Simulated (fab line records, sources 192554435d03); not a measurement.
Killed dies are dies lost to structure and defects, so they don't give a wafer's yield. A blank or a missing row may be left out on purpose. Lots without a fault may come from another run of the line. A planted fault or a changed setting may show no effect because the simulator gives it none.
fab line records | flow n5_finfet
record lots=24 wafers=72 last_day=18
route steps=1938 shown BEOL_M13@1690 BEOL_M14@1732
lots that met no fault: from a run of the same line without faults
start_h: hours from the record's first day to the start of the lot's first wafer shown | wait_h: hours since the lot's step before | " the same as in the row above | L1.1+2: a row that stands for several wafers | - no value, or no start given | * or withheld: withheld | < > ~ a bound
route shown NAME@n: a module of which the file shows steps, and the number in the route of the first | usual: mean/standard deviation of fault-free wafers | same: alike in all rows | chamber/n: place in a boat | sites: the reading at each site | _std_site: their standard deviation | _edge_site: outer sites' mean less inner sites' | radius_mm: how far each site lies from the wafer's centre | mask NAME#n: copy n | behind: the tool/chamber that last shaped the wafer | hold: why the lot was held/for how many hours/how that ended | device: the transistor (n, p or np) that didn't switch | end of line: the same wafers' tests at the end of the route | a step without rows: its recipe alone | killed: dies lost to structure and defects at the first sort, not the wafer's yield | map: a wafer's dies, x killed, . not, _ none there
set.NAME: the setting as run; set.NAME@STEP: as run at that earlier step | model.NAME: the simulator's own value behind a step, which no gauge read
steps of the route over a sample of lots; a table a step, a row a wafer
services: from which hour (start_h, from the record's first day; less than 0 if before it) a tool's chamber was out of use, for how many hours, and why
## steps
# step N5_BEOL_M13_OVL_MEAS_29
# recipe points_per_wafer=44
# usual M13_OVL=-3/5.6
# columns lot.wafer tool chamber start_h wait_h M13_OVL[nm]
L074.2 overlay-02 0 257.01 0.0 4
L074.3 " 0 " " -1
L074.6 " 0 " " 2
L076.2 overlay-01 0 263.92 0.0 0
L076.4 " 0 " " 2
L076.6 " 0 " " -8
L075.3 overlay-01 0 268.86 0.0 -8
L075.4 " 0 " " 2
L075.6 " 0 " " -8
L077.2 overlay-01 0 269.64 0.0 -6
L077.4 " 0 " " -15
L077.6 " 0 " " -9
L078.3 overlay-01 0 271.79 0.0 -11
L078.4 " 0 " " -10
L078.5 " 0 " " -17
L079.1 overlay-02 0 286.09 0.0 -1
L079.3 " 0 " " -2
L079.5 " 0 " " -2
L080.3 overlay-02 0 292.19 0.0 2
L080.4 " 0 " " -4
L080.5 " 0 " " 2
L083.1 overlay-01 0 300.56 0.0 -2
L083.3 " 0 " " -17
L083.6 " 0 " " -15
L081.2 overlay-01 0 301.08 0.0 1
L081.5 " 0 " " 13
L081.6 " 0 " " 4
L082.2 overlay-01 0 304.82 0.0 3
L082.3 " 0 " " 0
L082.6 " 0 " " -2
L086.3 overlay-01 0 310.57 0.0 -10
L086.4 " 0 " " -12
L086.5 " 0 " " 0
L084.4 overlay-02 0 312.22 0.0 7
L084.5 " 0 " " -1
L084.6 " 0 " " 6
L087.3 overlay-01 0 329.93 0.0 1
L087.5 " 0 " " 2
L087.6 " 0 " " 0
L088.2 overlay-02 0 336.83 0.0 -10
L088.3 " 0 " " -4
L088.6 " 0 " " -5
L089.1 overlay-01 0 337.55 0.0 -5
L089.4 " 0 " " -7
L089.6 " 0 " " -4
L085.4 overlay-01 0 337.74 0.0 -2
L085.5 " 0 " " -2
L085.6 " 0 " " -5
L090.1 overlay-02 0 343.19 0.0 -1
L090.3 " 0 " " 0
L090.4 " 0 " " 4
L091.2 overlay-01 0 346.51 0.0 -10
L091.3 " 0 " " -8
L091.6 " 0 " " -15
L092.3 overlay-02 0 360.84 0.0 5
L092.5 " 0 " " -1
L092.6 " 0 " " 3
L094.1 overlay-02 0 375.63 0.0 0
L094.2 " 0 " " -3
L094.4 " 0 " " 1
L093.1 overlay-02 0 375.99 0.0 4
L093.3 " 0 " " -4
L093.5 " 0 " " 3
L097.4 overlay-02 0 385.79 0.0 -5
L097.5 " 0 " " -7
L097.6 " 0 " " -6
L095.2 overlay-02 0 385.97 0.0 -10
L095.4 " 0 " " -6
L095.6 " 0 " " 2
L096.2 overlay-01 0 396.75 0.0 3
L096.3 " 0 " " -11
L096.5 " 0 " " -8
# step N5_BEOL_M13_TRENCH_ETCH_34
# recipe chemistry=C4F8/O2/Ar target=SiOC target_depth_a=4134.7 mask_material=SOC pressure_mtorr=30 source_w=3000 bias_w=700 Ar_flow_sccm=400 C4F8_flow_sccm=15 O2_flow_sccm=8 he_inner_torr=15 he_outer_torr=30 time_s=162.6 ion_energy_ev=250
# usual O2_flow_sccm=8.000/0.024 drypump_motor_current_A=5.8/0.35 he_outer_torr=29.99/0.064 mfc_ar_sccm=400.0/1.2 oes_product_au=0.78/0.089 rf_vpp_V=665/3.4 showerhead_plenum_p_Torr=3.39/0.12 throttle_valve_pct=24.24/0.3
# columns lot.wafer tool chamber start_h wait_h O2_flow_sccm drypump_motor_current_A he_outer_torr mfc_ar_sccm oes_product_au rf_hours_counter_h rf_vpp_V showerhead_plenum_p_Torr throttle_valve_pct
L074.2 rie_diel-06 2 257.47 0.0 8.028 5.5 29.93 399.2 0.73 178 663 3.29 24.50
L074.3 " 1 " " 8.028 5.9 30.06 399.5 0.73 169 661 3.27 24.38
L074.6 " 1 " " 8.006 6.0 30.02 397.8 0.73 - 662 3.27 24.38
L076.2 rie_diel-04 3 264.38 0.0 8.026 5.7 30.04 400.4 0.83 85 671 3.58 24.07
L076.4 " 0 " " 8.010 5.8 30.13 398.4 0.84 56 663 3.35 23.83
L076.6 " 1 " " 8.004 5.7 29.97 399.4 0.72 - 668 3.54 24.36
L075.3 rie_diel-03 1 269.32 0.0 8.014 5.9 30.03 400.1 0.70 227 666 3.38 24.25
L075.4 " 2 " " 8.010 5.2 29.98 398.6 0.88 41 667 3.47 24.16
L075.6 " 0 " " 7.982 5.6 30.10 399.8 0.94 - 669 3.49 23.74
L077.2 rie_diel-03 3 270.19 0.0 8.011 6.6 30.00 400.4 0.79 116 664 3.29 24.22
L077.4 " 1 " " 8.002 5.9 29.96 399.2 0.71 227 664 3.38 24.26
L077.6 " 0 " " 7.982 5.6 30.07 398.7 0.95 - 667 3.49 23.75
L078.3 rie_diel-04 2 272.25 0.0 8.029 6.1 29.96 401.2 0.90 31 666 3.47 24.10
L078.4 " 1 " " 7.973 5.6 29.94 397.8 0.71 195 669 3.54 24.37
L078.5 " 1 " " 7.985 5.7 30.03 398.3 0.71 - 668 3.54 24.36
L079.1 rie_diel-06 2 286.55 0.0 7.997 5.5 29.95 401.9 0.72 185 661 3.28 24.52
L079.3 " 3 " " 7.972 6.4 30.03 401.4 0.68 233 660 3.25 23.94
L079.5 " 2 " " 7.979 5.5 30.03 401.3 0.72 - 662 3.29 24.52
L080.3 rie_diel-03 1 292.65 0.0 7.941 5.9 30.01 400.0 0.70 234 664 3.38 24.27
L080.4 " 3 " " 8.007 6.6 29.93 398.9 0.78 122 662 3.29 24.21
L080.5 " 1 " " 8.032 5.9 29.93 396.5 0.71 - 664 3.38 24.27
L083.1 rie_diel-06 0 301.02 0.0 7.965 5.5 30.06 397.8 0.66 245 668 3.51 24.83
L083.3 " 2 " " 7.991 5.5 30.00 399.0 0.72 190 661 3.28 24.53
L083.6 " 1 " " 8.007 5.9 30.02 400.1 0.72 - 662 3.27 24.39
L081.2 rie_diel-06 1 301.57 0.0 7.988 5.9 29.94 399.9 0.73 180 662 3.27 24.36
L081.5 " 0 " " 8.015 5.5 30.09 398.2 0.67 - 667 3.51 24.84
L081.6 " 3 " " 7.993 6.4 29.94 399.9 0.68 - 660 3.25 23.93
L082.2 rie_diel-06 2 305.28 0.0 8.008 5.5 29.92 398.8 0.72 192 661 3.28 24.53
L082.3 " 3 " " 8.026 6.4 29.91 400.7 0.68 240 660 3.24 23.92
L082.6 " 0 " " 7.953 5.5 29.98 400.4 0.67 - 667 3.51 24.84
L086.3 rie_diel-06 2 311.03 0.0 7.995 5.4 29.97 401.3 0.72 194 661 3.28 24.54
L086.4 " 3 " " 8.028 6.4 29.97 400.0 0.68 241 660 3.24 23.94
L086.5 " 0 " " 7.989 5.5 29.87 401.0 0.67 - 668 3.51 24.85
L084.4 rie_diel-03 1 312.69 0.0 7.948 5.9 29.99 399.0 0.68 240 665 3.38 24.27
L084.5 " 2 " " 7.970 5.3 30.03 400.7 0.86 - 668 3.46 24.17
L084.6 " 3 " " 7.992 6.6 30.01 401.3 0.77 - 662 3.29 24.23
L087.3 rie_diel-04 0 330.39 0.0 7.990 5.8 29.97 400.9 0.82 76 663 3.34 23.86
L087.5 " 1 " " 8.048 5.6 30.03 398.2 0.70 - 667 3.53 24.38
L087.6 " 2 " " 7.984 6.0 30.02 399.3 0.88 - 666 3.46 24.13
L088.2 rie_diel-03 2 337.33 0.0 7.987 5.2 29.99 398.3 0.86 62 667 3.46 24.20
L088.3 " 3 " " 8.055 6.6 30.00 401.5 0.77 136 663 3.28 24.25
L088.6 " 0 " " 7.977 5.5 30.03 399.9 0.88 - 667 3.48 23.77
L089.1 rie_diel-06 1 338.01 0.0 7.996 5.9 29.98 399.6 0.72 194 662 3.26 24.41
L089.4 " 2 " " 7.985 5.5 30.11 400.0 0.70 - 661 3.28 24.55
L089.6 " 0 " " 8.000 5.5 29.96 400.0 0.96 - 668 3.51 24.48
L085.4 rie_diel-03 0 338.20 0.0 8.010 5.6 30.10 401.2 0.88 32 668 3.48 23.77
L085.5 " 2 " " 8.002 5.3 30.04 400.7 0.86 - 664 3.46 24.19
L085.6 " 1 " " 8.017 5.9 29.97 401.4 0.68 - 665 3.37 24.29
L090.1 rie_diel-06 2 343.74 0.0 8.007 5.5 30.01 399.2 0.71 205 661 3.27 24.54
L090.3 " 1 " " 7.964 6.0 29.98 401.2 0.71 196 661 3.26 24.40
L090.4 " 0 " " 7.975 5.5 30.02 398.6 0.96 - 668 3.51 24.49
L091.2 rie_diel-04 2 347.21 0.0 8.023 6.1 30.00 400.4 0.87 52 667 3.46 24.13
L091.3 " 0 " " 8.018 5.8 30.01 402.5 0.82 81 662 3.33 23.86
L091.6 " 0 " " 7.953 5.7 29.96 400.4 0.82 - 662 3.33 23.88
L092.3 rie_diel-06 2 361.30 0.0 7.988 5.4 29.90 401.4 0.70 215 661 3.27 24.55
L092.5 " 0 " " 8.000 5.5 29.92 400.3 0.92 - 668 3.50 24.50
L092.6 " 1 " " 7.986 5.9 29.94 400.2 0.71 - 660 3.25 24.41
L094.1 rie_diel-04 0 376.09 0.0 7.992 5.8 30.06 399.4 0.81 90 662 3.33 23.88
L094.2 " 2 " " 8.039 6.0 29.95 400.9 0.85 60 666 3.45 24.15
L094.4 " 1 " " 8.033 5.7 30.13 399.6 0.69 224 668 3.52 24.39
L093.1 rie_diel-06 1 376.45 0.0 8.003 5.9 30.01 400.2 0.69 212 662 3.25 24.42
L093.3 " 2 " " 8.015 5.5 30.07 401.3 0.70 221 661 3.27 24.57
L093.5 " 2 " " 7.999 5.4 30.00 403.2 0.69 - 662 3.27 24.56
L097.4 rie_diel-04 3 386.48 0.1 8.031 5.7 29.93 400.6 0.79 - 669 3.56 24.09
L097.5 " 2 " " 8.067 6.0 29.97 400.7 0.86 - 666 3.45 24.14
L097.6 " 0 " " 7.941 5.8 30.13 400.2 0.79 - 664 3.33 23.87
L095.2 rie_diel-04 2 386.96 0.0 7.991 6.0 29.95 399.6 0.86 63 666 3.45 24.14
L095.4 " 3 " " 7.999 5.7 29.95 401.6 0.79 - 670 3.56 24.11
L095.6 " 2 " " 8.010 6.1 29.99 399.2 0.86 - 666 3.45 24.16
L096.2 rie_diel-06 3 397.21 0.0 8.040 6.4 30.00 400.7 0.94 7 671 3.63 23.57
L096.3 " 1 " " 8.015 5.9 30.05 399.3 0.69 218 661 3.25 24.43
L096.5 " 2 " " 7.999 5.5 30.02 400.5 0.69 - 661 3.26 24.57
# step N5_BEOL_M13_THK_MEAS_50
# recipe thk_meas_gauge=xrf reads=Cu_of_BEOL_M13_ECD_47
# usual M13_THK=423/8
# columns lot.wafer tool chamber start_h wait_h M13_THK[nm]
L074.2 film_metro-01 - 260.85 - 421
L074.3 " - " " 424
L074.6 " - " " 423
L076.2 film_metro-01 - 267.04 - 435
L076.4 " - " " 430
L076.6 " - " " 429
L075.3 film_metro-02 - 275.48 - 412
L075.4 " - " " 422
L075.6 " - " " 430
L077.2 film_metro-02 - 275.75 - 426
L077.4 " - " " 422
L077.6 " - " " 437
L078.3 film_metro-01 - 276.29 - 433
L078.4 " - " " 422
L078.5 " - " " 427
L079.1 film_metro-01 - 289.69 - 421
L079.3 " - " " 424
L079.5 " - " " 423
L080.3 film_metro-01 - 295.38 - 423
L080.4 " - " " 425
L080.5 " - " " 424
L083.1 film_metro-01 - 303.46 - 409
L083.3 " - " " 413
L083.6 " - " " 419
L081.2 film_metro-02 - 304.56 - 421
L081.5 " - " " 405
L081.6 " - " " 413
L082.2 film_metro-02 - 308.05 - 411
L082.3 " - " " 413
L082.6 " - " " 409
L086.3 film_metro-01 - 314.25 - 422
L086.4 " - " " 421
L086.5 " - " " 418
L084.4 film_metro-02 - 314.75 - 411
L084.5 " - " " 418
L084.6 " - " " 416
L087.3 film_metro-02 - 334.15 - 420
L087.5 " - " " 422
L087.6 " - " " 434
L088.2 film_metro-01 - 340.36 - 431
L088.3 " - " " 422
L088.6 " - " " 429
L089.1 film_metro-01 - 342.65 - 420
L089.4 " - " " 408
L089.6 " - " " 415
L085.4 film_metro-01 - 343.83 - 435
L085.5 " - " " 430
L085.6 " - " " 422
L090.1 film_metro-01 - 345.43 - 426
L090.3 " - " " 433
L090.4 " - " " 435
L091.2 film_metro-01 - 349.32 - 440
L091.3 " - " " 433
L091.6 " - " " 428
L092.3 film_metro-01 - 362.90 - 418
L092.5 " - " " 427
L092.6 " - " " 422
L094.1 film_metro-02 - 378.81 - 418
L094.2 " - " " 432
L094.4 " - " " 415
L093.1 film_metro-01 - 379.10 - 408
L093.3 " - " " 413
L093.5 " - " " 406
L097.4 film_metro-02 - 389.00 - 426
L097.5 " - " " 424
L097.6 " - " " 417
L095.2 film_metro-01 - 390.97 - 435
L095.4 " - " " 428
L095.6 " - " " 433
L096.2 film_metro-02 - 400.97 - 428
L096.3 " - " " 417
L096.5 " - " " 409
# step N5_BEOL_M13_RS_MEAS_54
# recipe thk_meas_gauge=four-point-probe reads=Cu_of_BEOL_M13_ECD_47+Ta_of_BEOL_M13_SPUTTER_44+TaN_of_BEOL_M13_SPUTTER_43
# usual M13_RS=0.0450/0.00072
# columns lot.wafer tool chamber start_h wait_h M13_RS[ohm/sq]
L074.2 film_metro-02 - 260.98 0.1 0.0453
L074.3 " - " " 0.0451
L074.6 " - " " 0.0452
L076.2 film_metro-02 - 267.17 0.1 0.0439
L076.4 " - " " 0.0444
L076.6 " - " " 0.0445
L075.3 film_metro-01 - 275.60 0.1 0.0459
L075.4 " - " " 0.0449
L075.6 " - " " 0.0440
L077.2 film_metro-02 - 275.87 0.1 0.0445
L077.4 " - " " 0.0448
L077.6 " - " " 0.0434
L078.3 film_metro-02 - 276.41 0.1 0.0445
L078.4 " - " " 0.0453
L078.5 " - " " 0.0450
L079.1 film_metro-02 - 289.82 0.0 0.0455
L079.3 " - " " 0.0452
L079.5 " - " " 0.0454
L080.3 film_metro-02 - 295.51 0.1 0.0455
L080.4 " - " " 0.0454
L080.5 " - " " 0.0452
L083.1 film_metro-01 - 303.59 0.0 0.0466
L083.3 " - " " 0.0460
L083.6 " - " " 0.0454
L081.2 film_metro-01 - 304.69 0.1 0.0448
L081.5 " - " " 0.0464
L081.6 " - " " 0.0452
L082.2 film_metro-01 - 308.18 0.1 0.0457
L082.3 " - " " 0.0456
L082.6 " - " " 0.0458
L086.3 film_metro-01 - 314.38 0.1 0.0454
L086.4 " - " " 0.0453
L086.5 " - " " 0.0457
L084.4 film_metro-01 - 314.88 0.0 0.0462
L084.5 " - " " 0.0453
L084.6 " - " " 0.0457
L087.3 film_metro-02 - 334.28 0.1 0.0455
L087.5 " - " " 0.0452
L087.6 " - " " 0.0441
L088.2 film_metro-01 - 340.49 0.1 0.0441
L088.3 " - " " 0.0450
L088.6 " - " " 0.0442
L089.1 film_metro-01 - 342.78 0.0 0.0451
L089.4 " - " " 0.0464
L089.6 " - " " 0.0459
L085.4 film_metro-01 - 343.96 0.0 0.0443
L085.5 " - " " 0.0445
L085.6 " - " " 0.0456
L090.1 film_metro-01 - 345.56 0.0 0.0452
L090.3 " - " " 0.0446
L090.4 " - " " 0.0443
L091.2 film_metro-02 - 349.45 0.1 0.0437
L091.3 " - " " 0.0445
L091.6 " - " " 0.0447
L092.3 film_metro-02 - 363.03 0.1 0.0456
L092.5 " - " " 0.0446
L092.6 " - " " 0.0452
L094.1 film_metro-01 - 378.94 0.0 0.0456
L094.2 " - " " 0.0443
L094.4 " - " " 0.0458
L093.1 film_metro-02 - 379.23 0.0 0.0464
L093.3 " - " " 0.0460
L093.5 " - " " 0.0467
L097.4 film_metro-02 - 389.13 0.0 0.0439
L097.5 " - " " 0.0442
L097.6 " - " " 0.0451
L095.2 film_metro-02 - 391.13 0.1 0.0437
L095.4 " - " " 0.0443
L095.6 " - " " 0.0437
L096.2 film_metro-01 - 401.12 0.1 0.0446
L096.3 " - " " 0.0456
L096.5 " - " " 0.0465
# step N5_BEOL_M13_INSPECT_55
# recipe inspect_instrument=darkfield mode=post_dep
# usual raw_defect_count=66/22
# columns lot.wafer tool chamber start_h wait_h raw_defect_count
L074.2 defect_inspect-02 - 261.00 0.0 70
L074.3 " - " " 100
L074.6 " - " " 125
L076.2 defect_inspect-02 - 267.20 0.0 96
L076.4 " - " " 53
L076.6 " - " " 55
L075.3 defect_inspect-02 - 275.63 0.0 62
L075.4 " - " " 50
L075.6 " - " " 43
L077.2 defect_inspect-01 - 275.90 0.0 43
L077.4 " - " " 116
L077.6 " - " " 127
L078.3 defect_inspect-02 - 276.44 0.0 83
L078.4 " - " " 72
L078.5 " - " " 73
L079.1 defect_inspect-01 - 289.84 0.0 84
L079.3 " - " " 56
L079.5 " - " " 71
L080.3 defect_inspect-01 - 295.53 0.0 105
L080.4 " - " " 87
L080.5 " - " " 144
L083.1 defect_inspect-01 - 303.62 0.0 58
L083.3 " - " " 94
L083.6 " - " " 115
L081.2 defect_inspect-01 - 304.72 0.0 67
L081.5 " - " " 78
L081.6 " - " " 49
L082.2 defect_inspect-01 - 308.21 0.0 103
L082.3 " - " " 65
L082.6 " - " " 80
L086.3 defect_inspect-01 - 314.40 0.0 68
L086.4 " - " " 53
L086.5 " - " " 54
L084.4 defect_inspect-02 - 314.91 0.0 44
L084.5 " - " " 47
L084.6 " - " " 46
L087.3 defect_inspect-02 - 334.31 0.0 54
L087.5 " - " " 79
L087.6 " - " " 56
L088.2 defect_inspect-01 - 340.52 0.0 48
L088.3 " - " " 93
L088.6 " - " " 55
L089.1 defect_inspect-01 - 342.81 0.0 59
L089.4 " - " " 47
L089.6 " - " " 76
L085.4 defect_inspect-02 - 343.99 0.0 61
L085.5 " - " " 46
L085.6 " - " " 84
L090.1 defect_inspect-02 - 345.58 0.0 47
L090.3 " - " " 53
L090.4 " - " " 42
L091.2 defect_inspect-02 - 349.47 0.0 59
L091.3 " - " " 64
L091.6 " - " " 61
L092.3 defect_inspect-02 - 363.06 0.0 55
L092.5 " - " " 63
L092.6 " - " " 49
L094.1 defect_inspect-01 - 378.97 0.0 45
L094.2 " - " " 60
L094.4 " - " " 30
L093.1 defect_inspect-01 - 379.25 0.0 79
L093.3 " - " " 55
L093.5 " - " " 67
L097.4 defect_inspect-01 - 389.15 0.0 46
L097.5 " - " " 59
L097.6 " - " " 36
L095.2 defect_inspect-01 - 391.16 0.0 53
L095.4 " - " " 84
L095.6 " - " " 149
L096.2 defect_inspect-01 - 401.15 0.0 68
L096.3 " - " " 56
L096.5 " - " " 66
# step N5_BEOL_M14_STRIP_63
# recipe chemistry=O2 power_w=600 temp_c=60 pressure_mtorr=30 rf_frequency_hz=6e+07 bias_power_w=0 overash_fraction=0.3 o2_flow_sccm=225
# usual drypump_motor_current_A=5.7/0.47 oes_product_au=0.80/0.1 rf_vpp_V=3.7/0.91 showerhead_plenum_p_Torr=2.08/0.072 throttle_valve_pct=16.76/0.18
# columns lot.wafer tool chamber start_h wait_h drypump_motor_current_A oes_product_au rf_hours_counter_h rf_vpp_V showerhead_plenum_p_Torr throttle_valve_pct
L074.2 rie_diel-02 0 - - 5.8 0.92 29 2.6 2.06 16.67
L074.3 " 2 " " 6.7 0.96 6 2.7 2.16 16.66
L074.6 " 0 " " 5.9 0.92 - 2.7 2.06 16.67
L076.2 rie_diel-01 0 - - 6.4 0.69 229 3.8 2.07 17.06
L076.4 " 2 " " 5.1 0.71 208 3.2 2.08 16.80
L076.6 " 3 " " 5.7 0.71 - 3.3 2.17 16.96
L075.3 rie_diel-05 3 - - 5.9 0.70 216 4.7 1.99 16.76
L075.4 " 0 " " 5.6 1.00 1 3.2 2.07 16.57
L075.6 " 3 " " 5.9 0.70 - 2.8 1.99 16.75
L077.2 rie_diel-02 2 - - 6.7 0.96 11 2.2 2.15 16.64
L077.4 " 0 " " 5.9 0.92 34 3.6 2.05 16.67
L077.6 " 3 " " 5.4 0.93 - 3.2 2.13 16.51
L078.3 rie_diel-01 1 - - 5.2 0.75 173 2.6 2.00 17.09
L078.4 " 0 " " 6.3 0.68 231 4.0 2.07 17.06
L078.5 " 1 " " 5.2 0.74 - 4.7 2.00 17.05
L079.1 rie_diel-05 1 - - 5.2 0.81 106 3.3 2.03 16.70
L079.3 " 2 " " 5.1 0.69 222 3.5 1.99 16.55
L079.5 " 2 " " 5.1 0.69 - 2.5 1.99 16.51
L080.3 rie_diel-01 0 - - 6.3 0.69 238 4.5 2.07 17.06
L080.4 " 2 " " 5.1 0.70 216 3.2 2.08 16.81
L080.5 " 2 " " 5.1 0.70 - 6.5 2.08 16.82
L083.1 rie_diel-02 2 - - 6.8 0.91 22 5.1 2.15 16.71
L083.3 " 3 " " 5.4 0.90 34 3.4 2.13 16.51
L083.6 " 3 " " 5.4 0.90 - 2.9 2.13 16.51
L081.2 rie_diel-05 0 - - 5.6 0.96 12 3.8 2.06 16.55
L081.5 " 3 " " 5.9 0.69 - 4.6 1.99 16.80
L081.6 " 2 " " 5.1 0.68 - 3.0 1.98 16.55
L082.2 rie_diel-01 2 - - 5.1 0.69 222 4.5 2.08 16.81
L082.3 " 0 " " 6.4 0.68 244 2.6 2.07 17.05
L082.6 " 0 " " 6.3 0.69 - 3.5 2.07 17.06
L086.3 rie_diel-05 3 - - 5.9 0.69 230 2.5 1.99 16.83
L086.4 " 1 " " 5.2 0.78 116 4.4 2.03 16.71
L086.5 " 1 " " 5.2 0.80 - 4.0 2.03 16.73
L084.4 rie_diel-05 1 - - 5.2 0.79 116 4.2 2.03 16.72
L084.5 " 3 " " 5.9 0.69 - 3.9 1.99 16.79
L084.6 " 2 " " 5.1 0.69 - 2.9 1.98 16.54
L087.3 rie_diel-02 2 - - 6.7 0.89 32 1.7 2.15 16.72
L087.5 " 1 " " 5.7 0.77 - 5.0 2.18 16.92
L087.6 " 0 " " 5.8 0.88 - 3.9 2.05 16.73
L088.2 rie_diel-02 3 - - 5.4 0.88 47 3.7 2.12 16.54
L088.3 " 2 " " 6.7 0.89 34 3.7 2.15 16.69
L088.6 " 1 " " 5.8 0.78 - 5.2 2.18 16.88
L089.1 rie_diel-02 0 - - 5.9 0.89 58 4.0 2.05 16.73
L089.4 " 1 " " 5.8 0.77 138 4.3 2.18 16.93
L089.6 " 2 " " 6.8 0.89 - 3.8 2.15 16.72
L085.4 rie_diel-01 2 - - 5.1 0.68 - 4.2 2.07 16.83
L085.5 " 3 " " 5.7 0.69 - 3.2 2.16 16.98
L085.6 " 1 " " 5.2 0.71 - 2.3 1.99 17.10
L090.1 rie_diel-05 3 - - 5.9 0.67 240 4.0 1.98 16.84
L090.3 " 2 " " 5.1 0.68 240 2.4 1.98 16.57
L090.4 " 1 " " 5.2 0.78 128 5.0 2.02 16.77
L091.2 rie_diel-01 2 - - 5.2 0.69 239 2.9 2.07 16.87
L091.3 " 1 " " 5.2 0.72 203 3.6 1.99 17.10
L091.6 " 0 " " 6.3 0.99 - 3.0 2.07 16.64
L092.3 rie_diel-05 2 - - 5.1 0.68 245 3.7 1.98 16.59
L092.5 " 3 " " 5.9 0.68 - 3.7 1.98 16.82
L092.6 " 2 " " 5.1 0.67 - 3.1 1.98 16.60
L094.1 rie_diel-05 1 - - 5.2 0.78 140 4.2 2.02 16.79
L094.2 " 0 " " 5.6 0.91 40 3.1 2.06 16.59
L094.4 " 1 " " 5.2 0.78 - 3.5 2.02 16.80
L093.1 rie_diel-02 2 - - 6.7 0.86 46 4.9 2.14 16.73
L093.3 " 0 " " 5.9 0.85 70 2.9 2.04 16.79
L093.5 " 1 " " 5.7 0.76 - 1.3 2.18 16.96
L097.4 rie_diel-05 0 - - 5.7 0.90 - 4.0 2.05 16.61
L097.5 " 1 " " 5.2 0.78 - 3.0 2.02 16.78
L097.6 " 3 " " 5.9 1.01 - 3.8 2.24 16.35
L095.2 rie_diel-01 3 - - 5.7 0.70 250 2.6 2.15 16.98
L095.4 " 1 " " 5.2 0.71 - 3.3 1.99 17.14
L095.6 " 0 " " 6.3 0.94 - 3.2 2.06 16.64
L096.2 rie_diel-05 0 - - 5.6 0.89 49 3.2 2.05 16.63
L096.3 " 3 " " 5.9 0.97 5 3.5 2.24 16.36
L096.5 " 3 " " 5.9 0.97 - 2.8 2.24 16.36
## services
# columns tool chamber start_h hours kind
rie_diel-02 1 237.00 5.9 repair
rie_diel-05 0 251.31 - clean
rie_diel-05 0 251.31 - consumable_replace:focus_ring
rie_diel-05 0 251.31 19.1 scheduled_down
rie_diel-05 0 251.31 19.1 vent_cycle
rie_diel-03 3 274.63 5.6 repair
rie_diel-01 3 303.84 3.5 repair
rie_diel-06 0 315.95 - clean
rie_diel-06 0 315.95 - consumable_replace:focus_ring
rie_diel-06 0 315.95 21.4 scheduled_down
rie_diel-06 0 315.95 21.4 vent_cycle
rie_diel-06 3 337.30 - clean
rie_diel-06 3 337.30 - consumable_replace:focus_ring
rie_diel-06 3 337.30 - consumable_replace:showerhead
rie_diel-06 3 337.30 35.4 scheduled_down
rie_diel-06 3 337.30 35.4 vent_cycle
rie_diel-05 3 373.42 - clean
rie_diel-05 3 373.42 - consumable_replace:focus_ring
rie_diel-05 3 373.42 - consumable_replace:showerhead
rie_diel-05 3 373.42 14.1 scheduled_down
rie_diel-04 1 377.88 9.9 repair
rie_diel-04 - 387.36 2.8 pm
rie_diel-02 0 387.93 20.3 repair
rie_diel-02 - 396.06 0.3 repair
## key
fault none
